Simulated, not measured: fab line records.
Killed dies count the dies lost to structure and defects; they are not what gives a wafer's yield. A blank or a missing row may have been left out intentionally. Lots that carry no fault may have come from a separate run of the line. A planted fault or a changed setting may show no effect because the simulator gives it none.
fab line records	flow nand_harc
record: lots: 5	wafers: 15	last_day: 25
route steps=1159 shown A_STAIRCASE@615
lots with no fault: from the same line, run without faults
start_h: the number of hours between the record's first day and the start of the first shown wafer of the lot	wait_h: time in hours since the lot's previous step	" same as the row above	L1.1+2: several wafers, shown together as one row	- no value, or no start was given	* or withheld: withheld	< > ~ a bound
route shown NAME@n: a module of which the file shows steps, and the number in the route of the first	usual: the fault-free wafers' mean and standard deviation	same: alike in all rows	chamber/n: place in a boat	sites: readings site by site	_std_site: how widely they spread, as a standard deviation	_edge_site: outer sites' mean less inner sites'	radius_mm: how far each site lies from the wafer's centre	mask NAME#n: copy n	behind: the last tool/chamber to shape the wafer	hold: why the lot went on hold/how many hours it stayed there/how the hold came to an end	device: transistor that didn't switch, given as n, p or np	end of line: the tests these same wafers got at the end of their route	a step without rows: its recipe alone	killed: at the first sort, the dies lost to defects and structure; wafer yield is something else	map: dies across one wafer; x = killed, . = not, _ = none there
set.NAME: setting as actually run; set.NAME@STEP: the setting as run at that earlier step	model.NAME: the simulator's own value behind a step, which no gauge read
lots seen at some steps along the route; tables by step, rows by wafer
services: when a tool's chamber went out of use (start_h, in hours from the record's first day, below 0 if earlier), for how many hours, and the reason
== steps ==
step: NHARC_A_STAIRCASE_ETCH_221
recipe: target_depth_a: 1000	time_s: 40.5	ion_energy_ev: 400	c4f8_flow_sccm: 20	o2_flow_sccm: 10	ar_flow_sccm: withheld	rf_w: 600	bias_w: 1000	chemistry: C4F8/O2
usual: oes_product_au: 0.939/0.015	rf_vpp_V: 894/5.2
lot.wafer	tool	chamber	start_h	wait_h	oes_product_au	rf_hours_counter_h	rf_vpp_V
L074.2	rie_diel-12	3	-	-	0.922	11	892
L074.1	"	0	"	"	0.945	12	894
L074.6	"	3	"	"	0.927	-	892
L076.2	rie_diel-11	3	-	-	0.949	23	891
L076.6	"	0	"	"	0.962	-	886
L076.5	"	1	"	"	0.946	-	901
L090.4	rie_diel-11	3	-	-	0.936	57	892
L090.1	"	0	"	"	0.930	57	885
L090.3	"	1	"	"	0.923	57	900
L094.4	rie_diel-12	2	-	-	0.939	58	889
L094.5	"	2	"	"	0.932	-	889
L094.6	"	3	"	"	0.928	-	891
L096.4	rie_diel-11	3	-	-	0.968	7	892
L096.1	"	2	"	"	0.961	8	892
L096.5	"	0	"	"	0.959	-	906
step: NHARC_A_STAIRCASE_TRIM_222
recipe: time_s: 211.2	o2_flow_sccm: 500	ar_flow_sccm: 0	bias_w: 0	chemistry: O2
usual: drypump_motor_current_A: 6.0/0.51	oes_product_au: 1.002/0.0091	rf_vpp_V: 57.7/0.85	showerhead_plenum_p_Torr: 3.47/0.14	throttle_valve_pct: 17.037/0.009
lot.wafer	tool	chamber	start_h	wait_h	drypump_motor_current_A	oes_product_au	rf_hours_counter_h	rf_vpp_V	showerhead_plenum_p_Torr	throttle_valve_pct
L074.2	rie_diel-12	0	-	-	6.7	1.010	13	57.4	3.49	17.016
L074.1	"	2	"	"	5.6	0.990	15	56.2	3.38	17.054
L074.6	"	3	"	"	5.9	0.983	-	58.8	3.43	17.020
L076.2	rie_diel-11	1	-	-	5.3	0.989	24	57.8	3.66	17.048
L076.6	"	1	"	"	5.3	0.997	-	58.7	3.66	17.045
L076.5	"	3	"	"	6.4	1.014	-	56.2	3.43	17.037
L090.3	rie_diel-11	0	-	-	6.2	1.010	57	58.1	3.27	17.028
L090.1	"	1	"	"	5.3	0.993	57	57.6	3.64	17.039
L090.4	"	3	"	"	6.4	1.010	57	56.5	3.41	17.022
L094.4	rie_diel-12	3	-	-	5.9	0.987	54	57.1	3.41	17.050
L094.6	"	0	"	"	6.7	1.009	-	58.9	3.47	17.035
L094.5	"	1	"	"	5.4	1.008	-	58.6	3.58	17.041
L096.4	rie_diel-11	0	-	-	6.2	1.000	8	59.2	3.80	17.045
L096.1	"	1	"	"	5.3	1.005	9	56.7	3.63	17.043
L096.5	"	3	"	"	6.4	1.017	-	57.8	3.40	17.029
step: NHARC_A_STAIRCASE_ETCH_223
recipe: target_depth_a: 1000	time_s: 40.5	ion_energy_ev: 400	c4f8_flow_sccm: 20	o2_flow_sccm: 10	ar_flow_sccm: withheld	rf_w: 600	bias_w: 1000	chemistry: C4F8/O2
usual: oes_product_au: 0.942/0.011	rf_vpp_V: 894/5.1
lot.wafer	tool	chamber	start_h	wait_h	oes_product_au	rf_hours_counter_h	rf_vpp_V
L074.2	rie_diel-12	1	-	-	0.946	15	898
L074.1	"	3	"	"	0.913	12	893
L074.6	"	2	"	"	0.936	-	890
L076.2	rie_diel-11	3	-	-	0.953	23	893
L076.5	"	3	"	"	0.940	-	893
L076.6	"	0	"	"	0.942	-	887
L090.1	rie_diel-11	3	-	-	0.940	57	893
L090.3	"	0	"	"	0.943	58	886
L090.4	"	1	"	"	0.928	57	899
L094.4	rie_diel-12	1	-	-	0.926	58	899
L094.6	"	2	"	"	0.928	-	890
L094.5	"	3	"	"	0.920	-	892
L096.1	rie_diel-11	2	-	-	0.955	8	890
L096.4	"	0	"	"	0.960	8	906
L096.5	"	2	"	"	0.948	-	893
step: NHARC_A_STAIRCASE_TRIM_224
recipe: time_s: 211.2	o2_flow_sccm: 500	ar_flow_sccm: 0	bias_w: 0	chemistry: O2
usual: drypump_motor_current_A: 6.0/0.5	oes_product_au: 1.001/0.0096	rf_vpp_V: 57.7/0.9	showerhead_plenum_p_Torr: 3.47/0.14	throttle_valve_pct: 17.037/0.0091
lot.wafer	tool	chamber	start_h	wait_h	drypump_motor_current_A	oes_product_au	rf_hours_counter_h	rf_vpp_V	showerhead_plenum_p_Torr	throttle_valve_pct
L074.1	rie_diel-12	2	-	-	5.7	1.007	15	58.5	3.38	17.041
L074.2	"	1	"	"	5.4	1.003	15	58.6	3.61	17.048
L074.6	"	3	"	"	5.9	0.988	-	58.9	3.43	17.044
L076.2	rie_diel-11	1	-	-	5.3	0.994	24	57.5	3.66	17.053
L076.5	"	0	"	"	6.2	1.007	-	57.5	3.28	17.025
L076.6	"	1	"	"	5.3	0.992	-	58.6	3.66	17.028
L090.1	rie_diel-11	2	-	-	5.5	1.003	41	58.0	3.39	17.046
L090.3	"	0	"	"	6.3	1.007	58	55.7	3.27	17.038
L090.4	"	1	"	"	5.3	0.995	58	57.4	3.64	17.036
L094.4	rie_diel-12	1	-	-	5.4	1.005	58	58.0	3.58	17.034
L094.5	"	2	"	"	5.6	0.991	-	56.8	3.36	17.040
L094.6	"	3	"	"	5.9	0.978	-	58.1	3.41	17.022
L096.1	rie_diel-11	3	-	-	6.5	1.012	8	57.2	3.40	17.042
L096.4	"	2	"	"	5.5	1.008	8	57.1	3.38	17.028
L096.5	"	3	"	"	6.5	1.015	-	57.7	3.40	17.043
step: NHARC_A_STAIRCASE_ETCH_225
recipe: target_depth_a: 1000	time_s: 40.5	ion_energy_ev: 400	c4f8_flow_sccm: 20	o2_flow_sccm: 10	ar_flow_sccm: withheld	rf_w: 600	bias_w: 1000	chemistry: C4F8/O2
usual: oes_product_au: 0.941/0.0096	rf_vpp_V: 894/5.3
lot.wafer	tool	chamber	start_h	wait_h	oes_product_au	rf_hours_counter_h	rf_vpp_V
L074.2	rie_diel-12	2	-	-	0.934	15	891
L074.1	"	3	"	"	0.917	12	894
L074.6	"	1	"	"	0.948	-	899
L076.2	rie_diel-11	0	-	-	0.942	24	887
L076.5	"	1	"	"	0.928	-	900
L076.6	"	3	"	"	0.946	-	893
L090.4	rie_diel-11	2	-	-	0.943	41	891
L090.3	"	3	"	"	0.949	57	891
L090.1	"	0	"	"	0.951	58	886
L094.4	rie_diel-12	3	-	-	0.939	54	892
L094.6	"	2	"	"	0.943	-	891
L094.5	"	3	"	"	0.926	-	891
L096.1	rie_diel-11	2	-	-	0.958	8	891
L096.4	"	0	"	"	0.943	8	907
L096.5	"	2	"	"	0.958	-	891
step: NHARC_A_STAIRCASE_TRIM_226
recipe: time_s: 211.2	o2_flow_sccm: 500	ar_flow_sccm: 0	bias_w: 0	chemistry: O2
usual: drypump_motor_current_A: 6.0/0.5	oes_product_au: 1.001/0.01	rf_vpp_V: 57.7/0.99	showerhead_plenum_p_Torr: 3.47/0.14	throttle_valve_pct: 17.037/0.0091
lot.wafer	tool	chamber	start_h	wait_h	drypump_motor_current_A	oes_product_au	rf_hours_counter_h	rf_vpp_V	showerhead_plenum_p_Torr	throttle_valve_pct
L074.1	rie_diel-12	3	-	-	5.9	0.984	12	56.8	3.43	17.019
L074.2	"	0	"	"	6.7	1.008	13	56.1	3.49	17.025
L074.6	"	3	"	"	5.9	0.991	-	58.5	3.43	17.034
L076.2	rie_diel-11	3	-	-	6.4	1.007	24	56.9	3.43	17.034
L076.5	"	3	"	"	6.4	1.002	-	58.8	3.43	17.046
L076.6	"	0	"	"	6.3	1.006	-	56.5	3.28	17.035
L090.4	rie_diel-11	2	-	-	5.5	0.999	41	57.9	3.39	17.044
L090.1	"	3	"	"	6.4	0.998	57	57.6	3.41	17.041
L090.3	"	0	"	"	6.2	0.994	58	58.2	3.27	17.047
L094.4	rie_diel-12	3	-	-	5.9	0.976	54	57.1	3.41	17.032
L094.5	"	1	"	"	5.4	0.989	-	58.8	3.58	17.030
L094.6	"	2	"	"	5.7	0.996	-	55.0	3.36	17.017
L096.1	rie_diel-11	0	-	-	6.2	1.001	9	58.8	3.80	17.035
L096.4	"	1	"	"	5.3	0.999	9	59.2	3.63	17.044
L096.5	"	0	"	"	6.2	1.005	-	59.0	3.80	17.041
step: NHARC_A_STAIRCASE_ETCH_227
recipe: target_depth_a: 1000	time_s: 40.5	ion_energy_ev: 400	c4f8_flow_sccm: 20	o2_flow_sccm: 10	ar_flow_sccm: withheld	rf_w: 600	bias_w: 1000	chemistry: C4F8/O2
usual: oes_product_au: 0.943/0.0099	rf_vpp_V: 894/5.1
lot.wafer	tool	chamber	start_h	wait_h	oes_product_au	rf_hours_counter_h	rf_vpp_V
L074.2	rie_diel-12	3	-	-	0.932	13	892
L074.1	"	0	"	"	0.951	13	893
L074.6	"	1	"	"	0.944	-	900
L076.2	rie_diel-11	3	-	-	0.944	24	892
L076.6	"	1	"	"	0.930	-	901
L076.5	"	3	"	"	0.945	-	893
L090.1	rie_diel-11	2	-	-	0.931	41	892
L090.4	"	3	"	"	0.937	58	891
L090.3	"	0	"	"	0.948	58	888
L094.4	rie_diel-12	3	-	-	0.950	54	892
L094.6	"	2	"	"	0.941	-	889
L094.5	"	3	"	"	0.949	-	892
L096.4	rie_diel-11	2	-	-	0.957	8	892
L096.1	"	0	"	"	0.923	9	907
L096.5	"	3	"	"	0.953	-	893
step: NHARC_A_STAIRCASE_TRIM_229
recipe: time_s: 211.2	o2_flow_sccm: 500	ar_flow_sccm: 0	bias_w: 0	chemistry: O2
usual: drypump_motor_current_A: 6.0/0.51	oes_product_au: 1.000/0.0092	rf_vpp_V: 57.6/0.78	showerhead_plenum_p_Torr: 3.47/0.13	throttle_valve_pct: 17.036/0.0089
lot.wafer	tool	chamber	start_h	wait_h	drypump_motor_current_A	oes_product_au	rf_hours_counter_h	rf_vpp_V	showerhead_plenum_p_Torr	throttle_valve_pct
L074.2	rie_diel-12	0	248.50	0.2	6.7	1.006	13	59.3	3.49	17.018
L074.1	"	2	"	"	5.7	0.999	15	58.3	3.38	17.039
L074.6	"	1	"	"	5.4	1.008	-	58.2	3.61	17.049
L076.2	rie_diel-11	3	256.15	0.1	6.4	1.008	24	57.3	3.43	17.033
L076.5	"	3	"	"	6.4	1.007	-	57.8	3.43	17.047
L076.6	"	0	"	"	6.3	1.007	-	57.4	3.28	17.027
L090.3	rie_diel-11	0	345.66	0.1	6.2	1.005	58	57.5	3.27	17.039
L090.4	"	2	"	"	5.5	1.002	41	57.4	3.39	17.042
L090.1	"	3	"	"	6.4	0.999	58	56.1	3.41	17.037
L094.4	rie_diel-11	2	363.63	0.1	5.5	1.006	49	58.5	3.39	17.030
L094.6	"	2	"	"	5.5	0.998	-	58.8	3.39	17.035
L094.5	"	3	"	"	6.4	1.018	-	57.0	3.41	17.040
L096.1	rie_diel-02	0	390.43	0.1	6.6	0.984	20	58.8	3.43	17.042
L096.4	"	3	"	"	6.2	0.990	23	57.1	3.64	17.025
L096.5	"	1	"	"	6.7	1.002	-	57.4	3.45	17.028
step: NHARC_A_STAIRCASE_ETCH_230
recipe: target_depth_a: 1000	time_s: 40.5	ion_energy_ev: 400	c4f8_flow_sccm: 20	o2_flow_sccm: 10	ar_flow_sccm: withheld	rf_w: 600	bias_w: 1000	chemistry: C4F8/O2
usual: oes_product_au: 0.950/0.017	rf_vpp_V: 894/5.1
lot.wafer	tool	chamber	start_h	wait_h	oes_product_au	rf_hours_counter_h	rf_vpp_V
L074.1	rie_diel-12	1	-	-	0.943	16	899
L074.2	"	2	"	"	0.936	16	891
L074.6	"	1	"	"	0.938	-	899
L076.2	rie_diel-11	0	-	-	0.951	25	886
L076.5	"	3	"	"	0.958	-	894
L076.6	"	0	"	"	0.944	-	887
L090.3	rie_diel-11	3	-	-	0.956	58	891
L090.1	"	1	"	"	0.934	58	900
L090.4	"	2	"	"	0.959	41	890
L094.4	rie_diel-11	0	-	-	0.983	66	887
L094.6	"	2	"	"	0.963	-	892
L094.5	"	3	"	"	0.974	-	891
L096.4	rie_diel-02	0	-	-	0.932	20	892
L096.1	"	2	"	"	0.951	22	906
L096.5	"	0	"	"	0.936	-	891
step: NHARC_A_STAIRCASE_TRIM_231
recipe: time_s: 211.2	o2_flow_sccm: 500	ar_flow_sccm: 0	bias_w: 0	chemistry: O2
usual: drypump_motor_current_A: 6.0/0.52	oes_product_au: 1.000/0.0095	rf_vpp_V: 57.6/0.87	showerhead_plenum_p_Torr: 3.47/0.13	throttle_valve_pct: 17.036/0.0079
lot.wafer	tool	chamber	start_h	wait_h	drypump_motor_current_A	oes_product_au	rf_hours_counter_h	rf_vpp_V	showerhead_plenum_p_Torr	throttle_valve_pct
L074.1	rie_diel-12	3	-	-	5.9	0.988	13	57.5	3.43	17.035
L074.2	"	1	"	"	5.4	1.000	16	57.9	3.61	17.025
L074.6	"	3	"	"	5.9	0.986	-	57.4	3.43	17.017
L076.2	rie_diel-11	0	-	-	6.2	1.016	25	57.3	3.28	17.034
L076.5	"	1	"	"	5.3	0.992	-	58.2	3.66	17.045
L076.6	"	3	"	"	6.5	1.004	-	57.0	3.43	17.026
L090.4	rie_diel-11	0	-	-	6.2	1.008	58	58.8	3.27	17.038
L090.1	"	1	"	"	5.3	0.996	58	58.3	3.64	17.045
L090.3	"	3	"	"	6.5	1.014	58	56.1	3.41	17.024
L094.4	rie_diel-11	3	-	-	6.4	1.004	67	56.7	3.41	17.038
L094.5	"	2	"	"	5.5	0.998	-	55.6	3.39	17.043
L094.6	"	3	"	"	6.4	1.012	-	58.7	3.41	17.038
L096.4	rie_diel-02	0	-	-	6.6	1.004	20	57.0	3.43	17.046
L096.1	"	1	"	"	6.8	1.020	19	58.1	3.45	17.035
L096.5	"	3	"	"	6.1	1.007	-	57.4	3.64	17.051
step: NHARC_A_STAIRCASE_ETCH_232
recipe: target_depth_a: 1000	time_s: 40.5	ion_energy_ev: 400	c4f8_flow_sccm: 20	o2_flow_sccm: 10	ar_flow_sccm: withheld	rf_w: 600	bias_w: 1000	chemistry: C4F8/O2
usual: oes_product_au: 0.945/0.013	rf_vpp_V: 894/5
lot.wafer	tool	chamber	start_h	wait_h	oes_product_au	rf_hours_counter_h	rf_vpp_V
L074.1	rie_diel-12	0	-	-	0.926	14	895
L074.2	"	1	"	"	0.932	16	900
L074.6	"	0	"	"	0.927	-	896
L076.2	rie_diel-11	0	-	-	0.941	25	887
L076.5	"	3	"	"	0.958	-	892
L076.6	"	0	"	"	0.958	-	887
L090.4	rie_diel-11	1	-	-	0.930	58	901
L090.1	"	2	"	"	0.949	41	892
L090.3	"	3	"	"	0.960	58	893
L094.4	rie_diel-11	2	-	-	0.951	50	891
L094.6	"	2	"	"	0.953	-	891
L094.5	"	3	"	"	0.965	-	891
L096.1	rie_diel-02	0	-	-	0.926	20	893
L096.4	"	2	"	"	0.946	23	905
L096.5	"	1	"	"	0.954	-	893
step: NHARC_A_STAIRCASE_TRIM_233
recipe: time_s: 211.2	o2_flow_sccm: 500	ar_flow_sccm: 0	bias_w: 0	chemistry: O2
usual: drypump_motor_current_A: 6.0/0.51	oes_product_au: 1.001/0.0088	rf_vpp_V: 57.6/0.85	showerhead_plenum_p_Torr: 3.48/0.15	throttle_valve_pct: 17.036/0.0089
lot.wafer	tool	chamber	start_h	wait_h	drypump_motor_current_A	oes_product_au	rf_hours_counter_h	rf_vpp_V	showerhead_plenum_p_Torr	throttle_valve_pct
L074.1	rie_diel-12	2	-	-	5.6	0.997	16	57.2	3.38	17.053
L074.2	"	3	"	"	5.9	0.992	14	56.7	3.43	17.013
L074.6	"	0	"	"	6.6	1.003	-	56.6	3.49	17.037
L076.2	rie_diel-11	3	-	-	6.4	1.007	24	56.7	3.43	17.043
L076.6	"	3	"	"	6.5	1.014	-	58.2	3.43	17.024
L076.5	"	1	"	"	5.3	0.995	-	59.1	3.66	17.038
L090.3	rie_diel-11	3	-	-	6.4	1.005	58	56.2	3.41	17.029
L090.1	"	0	"	"	6.2	1.007	59	57.4	3.27	17.032
L090.4	"	2	"	"	5.6	1.006	41	56.9	3.39	17.046
L094.4	rie_diel-11	1	-	-	5.3	0.997	65	57.5	3.63	17.037
L094.6	"	2	"	"	5.5	1.008	-	57.0	3.39	17.047
L094.5	"	3	"	"	6.5	1.021	-	57.8	3.41	17.030
L096.4	rie_diel-02	0	-	-	6.5	0.981	20	56.3	3.43	17.039
L096.1	"	1	"	"	6.7	0.996	19	58.5	3.45	17.037
L096.5	"	2	"	"	5.4	0.996	-	57.5	3.79	17.048
step: NHARC_A_STAIRCASE_ETCH_234
recipe: target_depth_a: 1000	time_s: 40.5	ion_energy_ev: 400	c4f8_flow_sccm: 20	o2_flow_sccm: 10	ar_flow_sccm: withheld	rf_w: 600	bias_w: 1000	chemistry: C4F8/O2
usual: oes_product_au: 0.941/0.011	rf_vpp_V: 894/4.9
lot.wafer	tool	chamber	start_h	wait_h	oes_product_au	rf_hours_counter_h	rf_vpp_V
L074.1	rie_diel-12	0	-	-	0.951	14	894
L074.2	"	1	"	"	0.941	16	899
L074.6	"	1	"	"	0.938	-	899
L076.2	rie_diel-11	1	-	-	0.931	25	900
L076.5	"	3	"	"	0.938	-	893
L076.6	"	0	"	"	0.958	-	884
L090.4	rie_diel-11	2	-	-	0.919	41	891
L090.3	"	3	"	"	0.929	58	891
L090.1	"	1	"	"	0.917	58	900
L094.4	rie_diel-11	3	-	-	0.943	67	891
L094.5	"	1	"	"	0.951	-	899
L094.6	"	2	"	"	0.945	-	892
L096.1	rie_diel-02	1	-	-	0.940	19	894
L096.4	"	2	"	"	0.929	23	906
L096.5	"	0	"	"	0.924	-	892
step: NHARC_A_STAIRCASE_TRIM_235
recipe: time_s: 211.2	o2_flow_sccm: 500	ar_flow_sccm: 0	bias_w: 0	chemistry: O2
usual: drypump_motor_current_A: 6.0/0.52	oes_product_au: 1.000/0.01	rf_vpp_V: 57.7/0.93	showerhead_plenum_p_Torr: 3.48/0.15	throttle_valve_pct: 17.036/0.0086
lot.wafer	tool	chamber	start_h	wait_h	drypump_motor_current_A	oes_product_au	rf_hours_counter_h	rf_vpp_V	showerhead_plenum_p_Torr	throttle_valve_pct
L074.1	rie_diel-12	0	-	-	6.6	0.999	14	56.4	3.49	17.042
L074.2	"	1	"	"	5.4	0.996	16	57.8	3.61	17.033
L074.6	"	1	"	"	5.4	1.000	-	58.1	3.61	17.032
L076.2	rie_diel-11	1	-	-	5.3	0.978	25	59.1	3.66	17.040
L076.5	"	3	"	"	6.5	1.012	-	57.2	3.43	17.047
L076.6	"	0	"	"	6.2	1.010	-	56.9	3.28	17.026
L090.1	rie_diel-11	0	-	-	6.2	0.999	59	56.7	3.27	17.024
L090.3	"	1	"	"	5.3	0.990	58	59.0	3.64	17.036
L090.4	"	2	"	"	5.5	0.999	41	57.5	3.39	17.031
L094.4	rie_diel-11	1	-	-	5.3	0.997	65	58.2	3.63	17.047
L094.6	"	0	"	"	6.2	1.009	-	56.6	3.26	17.028
L094.5	"	1	"	"	5.3	0.986	-	59.2	3.63	17.030
L096.4	rie_diel-02	0	-	-	6.6	0.990	20	57.9	3.43	17.032
L096.1	"	2	"	"	5.4	1.006	23	59.1	3.79	17.029
L096.5	"	3	"	"	6.1	1.010	-	57.5	3.64	17.050
step: NHARC_A_STAIRCASE_ETCH_236
recipe: target_depth_a: 1000	time_s: 40.5	ion_energy_ev: 400	c4f8_flow_sccm: 20	o2_flow_sccm: 10	ar_flow_sccm: withheld	rf_w: 600	bias_w: 1000	chemistry: C4F8/O2
usual: oes_product_au: 0.943/0.0099	rf_vpp_V: 894/5.3
lot.wafer	tool	chamber	start_h	wait_h	oes_product_au	rf_hours_counter_h	rf_vpp_V
L074.2	rie_diel-12	0	-	-	0.946	14	895
L074.1	"	1	"	"	0.934	17	900
L074.6	"	3	"	"	0.930	-	892
L076.2	rie_diel-11	0	-	-	0.954	25	888
L076.6	"	0	"	"	0.951	-	887
L076.5	"	3	"	"	0.954	-	892
L090.3	rie_diel-11	1	-	-	0.928	58	900
L090.4	"	2	"	"	0.944	41	892
L090.1	"	3	"	"	0.948	58	892
L094.4	rie_diel-11	0	-	-	0.948	66	886
L094.5	"	0	"	"	0.950	-	886
L094.6	"	1	"	"	0.935	-	900
L096.4	rie_diel-02	3	-	-	0.938	23	900
L096.1	"	2	"	"	0.933	23	906
L096.5	"	3	"	"	0.941	-	899
step: NHARC_A_STAIRCASE_STRIP_238
recipe: power_w: 1500	temp_c: 250	chemistry: O2
usual: drypump_motor_current_A: 5.8/0.46	heater_power_w: 328/32
lot.wafer	tool	chamber	start_h	wait_h	drypump_motor_current_A	heater_power_w	rf_hours_counter_h
L074.2	plasma_asher-01	1	250.09	0.1	6.2	382	46
L074.1	"	0	"	"	5.2	288	46
L074.6	"	1	"	"	6.2	383	-
L076.2	plasma_asher-01	0	257.53	0.1	5.2	279	49
L076.5	"	1	"	"	6.3	386	-
L076.6	"	0	"	"	5.2	292	-
L090.1	plasma_asher-01	0	347.25	0.1	5.2	294	21
L090.3	"	1	"	"	6.2	365	-
L090.4	"	0	"	"	5.2	296	-
L094.4	plasma_asher-01	1	365.08	0.5	6.2	368	-
L094.5	"	1	"	"	6.2	363	-
L094.6	"	0	"	"	5.2	300	-
L096.1	plasma_asher-01	1	391.64	0.1	6.3	367	40
L096.4	"	1	"	"	6.2	367	-
L096.5	"	1	"	"	6.3	367	-
step: NHARC_A_STAIRCASE_STRIP_239
recipe: time_s: 900	temp_c: 130	chemistry: SPM
lot.wafer	tool	chamber	start_h	wait_h
L074.6+1+2	wet_bench-06	5,6,2	250.43	0.1
L076.2+6+5	wet_bench-01	7,0,1	257.84	0.3
L090.1+4+3	wet_bench-05	2,4,5	347.55	0.3
L094.5+6+4	wet_bench-05	0,4,5	365.34	0.1
L096.4+1+5	wet_bench-05	1,4,6	392.00	0.2
step: NHARC_A_STAIRCASE_PRECLEAN_240
recipe: time_s: *	temp_c: 50	bath_age_min: 0	chemistry: SC1
lot.wafer	tool	chamber	start_h	wait_h
L074.6+1+2	wet_bench-06	5,6,2	-	-
L076.2+6+5	wet_bench-01	7,0,1	-	-
L090.1+4+3	wet_bench-05	2,4,5	-	-
L094.5+6+4	wet_bench-05	0,4,5	-	-
L096.4+1+5	wet_bench-05	1,4,6	-	-
step: NHARC_A_STAIRCASE_SRD_241
lot.wafer	tool	chamber	start_h	wait_h
L074.6+1+2	wet_bench-06	5,6,2	-	-
L076.2+6+5	wet_bench-01	7,0,1	-	-
L090.1+4+3	wet_bench-05	2,4,5	-	-
L094.5+6+4	wet_bench-05	0,4,5	-	-
L096.4+1+5	wet_bench-05	1,4,6	-	-
step: NHARC_A_STAIRCASE_DEHYDRATE_242
recipe: temp_c: 150	time_s: 120
usual: plate_temp_C: 150.02/0.15
lot.wafer	tool	chamber	start_h	wait_h	plate_temp_C
L074.1	litho_track-07	0	250.89	-	150.03
L074.2	"	0	"	"	150.06
L074.6	"	0	"	"	150.10
L076.2	litho_track-02	0	258.29	-	150.15
L076.5	"	0	"	"	150.19
L076.6	"	0	"	"	150.18
L090.1	litho_track-05	0	348.00	-	150.06
L090.3	"	0	"	"	149.74
L090.4	"	0	"	"	149.79
L094.4	litho_track-02	0	365.79	-	149.79
L094.5	"	0	"	"	149.94
L094.6	"	0	"	"	149.91
L096.1	litho_track-02	0	392.47	-	149.78
L096.4	"	0	"	"	149.72
L096.5	"	0	"	"	150.03
step: NHARC_A_STAIRCASE_HMDS_243
recipe: time_s: 30
lot.wafer	tool	chamber	start_h	wait_h
L074.1+2+6	litho_track-07	0	-	-
L076.2+5+6	litho_track-02	0	-	-
L090.1+3+4	litho_track-05	0	-	-
L094.4+5+6	litho_track-02	0	-	-
L096.1+4+5	litho_track-02	0	-	-
step: NHARC_A_STAIRCASE_COAT_244
recipe: spin_rpm: 1200
usual: spin_speed_rpm: 1200.0/0.8
lot.wafer	tool	chamber	start_h	wait_h	spin_speed_rpm
L074.1	litho_track-07	0	-	-	1200.4
L074.2	"	0	"	"	1198.6
L074.6	"	0	"	"	1199.8
L076.2	litho_track-02	0	-	-	1200.1
L076.5	"	0	"	"	1199.8
L076.6	"	0	"	"	1201.0
L090.1	litho_track-05	0	-	-	1199.5
L090.3	"	0	"	"	1200.6
L090.4	"	0	"	"	1199.8
L094.4	litho_track-02	0	-	-	1199.9
L094.5	"	0	"	"	1200.1
L094.6	"	0	"	"	1199.2
L096.1	litho_track-02	0	-	-	1200.2
L096.4	"	0	"	"	1199.7
L096.5	"	0	"	"	1199.7
step: NHARC_A_STAIRCASE_SOFTBAKE_245
recipe: temp_c: 135	time_s: 170
usual: plate_temp_C: 134.98/0.14
lot.wafer	tool	chamber	start_h	wait_h	plate_temp_C
L074.1	litho_track-07	0	-	-	135.07
L074.2	"	0	"	"	134.90
L074.6	"	0	"	"	134.92
L076.2	litho_track-02	0	-	-	134.87
L076.5	"	0	"	"	134.85
L076.6	"	0	"	"	134.90
L090.1	litho_track-05	0	-	-	134.88
L090.3	"	0	"	"	134.97
L090.4	"	0	"	"	134.83
L094.4	litho_track-02	0	-	-	135.11
L094.5	"	0	"	"	135.06
L094.6	"	0	"	"	135.13
L096.1	litho_track-02	0	-	-	135.02
L096.4	"	0	"	"	135.10
L096.5	"	0	"	"	134.98
step: NHARC_A_STAIRCASE_EBR_246
lot.wafer	tool	chamber	start_h	wait_h
L074.1+2+6	litho_track-07	0	-	-
L076.2+5+6	litho_track-02	0	-	-
L090.1+3+4	litho_track-05	0	-	-
L094.4+5+6	litho_track-02	0	-	-
L096.1+4+5	litho_track-02	0	-	-
step: NHARC_A_STAIRCASE_EXPOSE_247
recipe: na: 0.5	dose_mj: 25.34	mask_id: SDS_1
usual: focus_offset_nm: 0.0/0.56
lot.wafer	tool	chamber	start_h	wait_h	mask	focus_offset_nm
L074.1	krf_scanner-01	0	251.24	-	SDS_1#0	1.0
L074.2	"	0	"	"	SDS_1#0	0.7
L074.6	"	0	"	"	SDS_1#0	0.5
L076.2	krf_scanner-03	0	258.63	-	SDS_1#0	0.1
L076.5	"	0	"	"	SDS_1#0	0.7
L076.6	"	0	"	"	SDS_1#0	-0.6
L090.1	krf_scanner-04	0	348.34	-	SDS_1#0	-0.7
L090.3	"	0	"	"	SDS_1#0	-0.6
L090.4	"	0	"	"	SDS_1#0	-0.3
L094.4	krf_scanner-01	0	366.02	-	SDS_1#0	-0.5
L094.5	"	0	"	"	SDS_1#0	-1.0
L094.6	"	0	"	"	SDS_1#0	-0.6
L096.1	krf_scanner-04	0	392.83	-	SDS_1#0	0.3
L096.4	"	0	"	"	SDS_1#0	0.3
L096.5	"	0	"	"	SDS_1#0	0.8
== services ==
tool	chamber	start_h	hours	kind
rie_diel-11	0	223.18	-	clean
rie_diel-11	1	223.18	-	clean
rie_diel-11	2	223.18	-	clean
rie_diel-02	0	229.12	7.9	repair
rie_diel-02	1	232.52	7.2	repair
litho_track-05	-	237.00	7.0	pm
krf_scanner-01	-	259.09	4.0	pm
rie_diel-02	1	259.67	8.8	repair
rie_diel-11	1	260.58	1.5	repair
plasma_asher-01	-	277.99	9.0	pm
krf_scanner-04	-	298.03	4.0	pm
wet_bench-06	-	305.60	8.0	pm
rie_diel-12	3	318.14	2.6	repair
rie_diel-02	-	328.00	9.0	pm
krf_scanner-03	-	340.00	4.0	pm
litho_track-02	-	340.00	7.0	pm
litho_track-07	-	364.00	7.0	pm
rie_diel-11	-	366.56	9.0	pm
wet_bench-01	-	367.43	4.6	repair
wet_bench-01	-	372.75	2.2	repair
wet_bench-05	-	372.85	8.0	pm
rie_diel-12	-	379.62	9.0	pm
wet_bench-01	-	384.10	3.4	repair
wet_bench-01	-	389.64	8.0	pm
== key ==
fault none
